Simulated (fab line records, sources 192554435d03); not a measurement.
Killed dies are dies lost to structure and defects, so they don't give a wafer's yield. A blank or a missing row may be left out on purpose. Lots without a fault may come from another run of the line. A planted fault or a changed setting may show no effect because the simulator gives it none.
Split-lot experiment | flow n5_finfet | 7 lots, 39 wafers read, on a route of 1938 steps

THE SPLIT
At N5_BEOL_M6_ILD_DEP_00 (deposits SiCOH lowk from DEMS/porogen, target thk 179.75 nm, time 33.4 s), the setting target_thk_a was moved away from the recipe's 1797.5 angstrom on 12 of the 39 wafers read, by -33.7% to +50.8%. The other wafers ran this setting at the recipe's value.

FROM THE SPLIT TO THE READING: what the file shows between them, 1 step
- N5_BEOL_M6_CURE_74: cures SiCOH lowk, time 240 s

THE READING
M6_ILD_THK, in nm, at N5_BEOL_M6_THK_MEAS_01. Fault-free wafers of this fab line usually give 154.8 nm, standard deviation 1.8 nm.

wafer  | tool, chamber at the split | target_thk_a as run, angstrom | against the recipe | M6_ILD_THK, nm | against lot-mates on the recipe
L077.1 | pecvd-04, 0                | 1191                          | -33.7%             | 100.0          | -53.9
L077.2 | pecvd-04, 2                | 1191                          | -33.7%             | 99.7           | -54.2
L077.3 | pecvd-04, 1                | 1797.5                        | recipe             | 152.7          | -
L077.4 | pecvd-04, 2                | 1797.5                        | recipe             | 154.2          | -
L077.5 | pecvd-04, 1                | 1797.5                        | recipe             | 154.7          | -
L077.6 | pecvd-04, 0                | 1191                          | -33.7%             | 101.4          | -52.5
L080.1 | pecvd-03, 0                | 1797.5                        | recipe             | 152.7          | -
L080.2 | pecvd-03, 1                | 1797.5                        | recipe             | 154.0          | -
L080.3 | pecvd-03, 2                | 1797.5                        | recipe             | 154.0          | -
L080.4 | pecvd-03, 2                | 1797.5                        | recipe             | 155.5          | -
L080.5 | pecvd-03, 0,1              | 1797.5                        | recipe             | 156.7          | -
L080.6 | pecvd-03, 0,1              | 1797.5                        | recipe             | 156.7          | -
L081.1 | pecvd-02, 1                | 1797.5                        | recipe             | 151.3          | -
L081.2 | pecvd-02, 0                | 1388                          | -22.8%             | 116.6          | -36.9
L081.3 | pecvd-02, 0,1              | 1797.5                        | recipe             | 154.7          | -
L081.4 | pecvd-02, 0,1              | 1797.5                        | recipe             | 154.5          | -
L081.5 | pecvd-02, 1                | 1388                          | -22.8%             | 119.6          | -33.9
L081.6 | pecvd-02, 0                | 1388                          | -22.8%             | 118.9          | -34.6
L083.1 | pecvd-04, 0                | 1797.5                        | recipe             | 151.7          | -
L083.2 | pecvd-04, 1                | 1797.5                        | recipe             | 155.0          | -
L083.3 | pecvd-04, 2                | 1797.5                        | recipe             | 155.8          | -
L083.4 | pecvd-04, 1                | 1797.5                        | recipe             | 155.8          | -
L083.5 | pecvd-04, 2                | 1797.5                        | recipe             | 157.0          | -
L083.6 | pecvd-04, 0                | 1797.5                        | recipe             | 157.2          | -
L087.1 | pecvd-04, 0                | 1797.5                        | recipe             | 152.5          | -
L087.2 | pecvd-04, 1                | 2710                          | +50.8%             | 231.4          | +78.3
L087.3 | pecvd-04, 2                | 1797.5                        | recipe             | 152.8          | -
L087.4 | pecvd-04, 0                | 2710                          | +50.8%             | 236.5          | +83.4
L087.5 | pecvd-04, 2                | 2710                          | +50.8%             | 236.0          | +82.9
L087.6 | pecvd-04, 1                | 1797.5                        | recipe             | 153.9          | -
L096.1 | pecvd-03, 1                | 1247                          | -30.6%             | 105.6          | -48.4
L096.2 | pecvd-03, 2                | 1797.5                        | recipe             | 153.1          | -
L096.3 | pecvd-03, 0                | 1797.5                        | recipe             | 151.7          | -
L096.4 | pecvd-03, 2                | 1247                          | -30.6%             | 107.3          | -46.7
L096.5 | pecvd-03, 1                | 1797.5                        | recipe             | 157.2          | -
L096.6 | pecvd-03, 0                | 1247                          | -30.6%             | 106.9          | -47.1
L097.2 | pecvd-04, 0                | 1797.5                        | recipe             | 153.8          | -
L097.3 | pecvd-04, 2                | 1797.5                        | recipe             | 153.0          | -
L097.5 | pecvd-04, 0                | 1797.5                        | recipe             | 154.8          | -
Where a row lists several chambers, the file gives one row for several wafers and doesn't say which wafer went through which chamber.

THE FIT
A straight line over all 39 wafers: M6_ILD_THK changes by +1.58 nm for each +1% of target_thk_a; r = +1.00; the points scatter about the line by 1.7 nm.
The same after taking each lot's own level away (the mean of its wafers on the recipe; 39 wafers): +1.59 nm for each +1%; r = +1.00; scatter 1.6 nm.
On that fit, the largest move of target_thk_a shifts the reading by 81 nm.
The lots' own levels span 153.07 to 155.42 nm, that is 1.3 times the standard deviation above.
So the lot-to-lot level changes the slope little: the two slopes agree.
Check: with one of the wafers moved furthest among these (+50.8%) left out of the fit, the line predicts +81.5 nm for it against its lot-mates. It came out at +78.3 nm against them.

OTHER SPLITS ON THESE WAFERS
These wafers also went through other splits before the reading. Each is held against what the fit with the lots' levels taken away leaves over:
other split on the same wafers | wafers away from the commonest value | r with M6_ILD_THK (lot level and that fit taken away)
N5_BEOL_M4_DESCUM_33 time_s    | 18                                   | +0.02

THE WHOLE CHAIN: every reading that the file lists as answering this split, in the file's order
step                   | what it does                                                             | reading                                                                                  | change (the file's fit)              | r (the file's)
N5_BEOL_M6_ILD_DEP_00  | deposits SiCOH lowk from DEMS/porogen, target thk 179.75 nm, time 33.4 s | SiCOH_lowk_of_BEOL_M6_ILD_DEP_00.thk_nm (the simulator's own value, which no gauge read) | +1.82 nm for each +1% of the setting | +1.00
N5_BEOL_M6_CURE_74     | cures SiCOH lowk, time 240 s                                             | SiCOH_lowk_of_BEOL_M6_ILD_DEP_00.thk_nm (the simulator's own value, which no gauge read) | +1.59 nm for each +1% of the setting | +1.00
N5_BEOL_M6_THK_MEAS_01 |                                                                          | M6_ILD_THK                                                                               | +1.59 for each +1% of the setting    | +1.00

THE FILE'S OWN FIT
M6_ILD_THK changes by +1.59 nm for each +1% of target_thk_a, r = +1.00.
